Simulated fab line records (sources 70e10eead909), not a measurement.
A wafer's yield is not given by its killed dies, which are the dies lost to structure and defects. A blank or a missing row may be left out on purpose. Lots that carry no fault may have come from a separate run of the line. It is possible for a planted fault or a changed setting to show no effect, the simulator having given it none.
The same fault as seen by 2 desks / flow nand harc / numbers are kept per desk, each desk with only its own; the story behind them comes last

== METROLOGY DESK ==
What the gauges read, lot by lot, whatever tool the lot ran on: means of the sampled wafers that have a number. If a lot's mean is further than 4 standard deviations from the usual mean, the lot is out of limits and carries the mark OUT (the distance appears in the brackets).
Columns: A = cd nm at NHARC_A_CONTACT_CD_MEAS_15, usual 189.9 nm
lot=L696; first seen here=day 23 06:50; A=189.8
lot=L694; first seen here=day 23 08:41; A=190.0
lot=L699; first seen here=day 25 01:47; A=188.5
lot=L700; first seen here=day 25 07:38; A=189.6
lot=L701; first seen here=day 25 13:49; A=189.2
lot=L703; first seen here=day 26 05:06; A=190.0
lot=L709; first seen here=day 28 10:44; A=189.8
lot=L708; first seen here=day 28 13:04; A=190.2
lot=L707; first seen here=day 28 14:37; A=189.6
lot=L710; first seen here=day 28 16:28; A=190.1
lot=L712; first seen here=day 29 23:57; A=189.4
lot=L711; first seen here=day 30 01:06; A=190.4
lot=L713; first seen here=day 30 05:52; A=190.7
lot=L714; first seen here=day 30 20:09; A=189.9
lot=L715; first seen here=day 31 01:22; A=188.6
This desk found nothing out of limits on any of the 15 lots.

== AT THE TOOL OWNER'S DESK: rie diel-12 ==
The tool's own readings at NHARC_A_CONTACT_ETCH_30 (etches the open film in CF4/CHF3, target depth 72.6 nm, time 36.3 s): means of the sampled wafers that have a number, for each lot that ran on this tool. If a lot's mean is further than 4 standard deviations from the usual mean, the lot is out of limits and carries the mark OUT (the distance appears in the brackets).
Columns: A = bias w at NHARC_A_CONTACT_ETCH_30, usual 199.9 W; B = drypump motor current A at NHARC_A_CONTACT_ETCH_30, usual 5.8 A; C = oes product au at NHARC_A_CONTACT_ETCH_30, usual 0.933 a.u.; D = rf vpp V at NHARC_A_CONTACT_ETCH_30, usual 369.3 V; E = showerhead plenum p Torr at NHARC_A_CONTACT_ETCH_30, usual 1.54 Torr; F = throttle valve pct at NHARC_A_CONTACT_ETCH_30, usual 16.802 %
lot=L696; first seen here=day 23 04:10; A=199.9; B=5.8; C=0.926; D=368.7; E=1.52; F=16.800
lot=L699; first seen here=day 24 22:50; A=199.8; B=6.1; C=0.925; D=368.7; E=1.52; F=16.788
lot=L700; first seen here=day 25 04:58; A=199.8; B=5.9; C=0.880; D=370.7; E=1.56; F=16.807
lot=L701; first seen here=day 25 11:08; A=199.8; B=6.0; C=0.869; D=369.6; E=1.54; F=16.806
lot=L703; first seen here=day 26 02:25; A=200.0; B=5.4; C=0.891; D=368.1; E=1.52; F=16.801
lot=L708; first seen here=day 28 07:06; A=200.8; B=5.4; C=0.927; D=368.0; E=1.52; F=16.805
lot=L707; first seen here=day 28 11:57; A=200.4; B=5.7; C=0.922; D=368.3; E=1.52; F=16.796
lot=L711; first seen here=day 29 22:26; A=199.8; B=5.4; C=0.926; D=367.0; E=1.49; F=16.802
lot=L713; first seen here=day 30 03:13; A=199.9; B=5.6; C=0.932; D=369.1; E=1.53; F=16.817
lot=L715; first seen here=day 30 21:50; A=199.8; B=5.6; C=0.932; D=367.8; E=1.53; F=16.808
This desk found nothing out of limits on any of the 10 lots.

== BROUGHT TOGETHER ==
At the metrology desk, nothing out of limits was observed.
The desk of the tool owner found nothing out of limits.

== WHAT WAS PUT IN BY THE SIMULATOR ==
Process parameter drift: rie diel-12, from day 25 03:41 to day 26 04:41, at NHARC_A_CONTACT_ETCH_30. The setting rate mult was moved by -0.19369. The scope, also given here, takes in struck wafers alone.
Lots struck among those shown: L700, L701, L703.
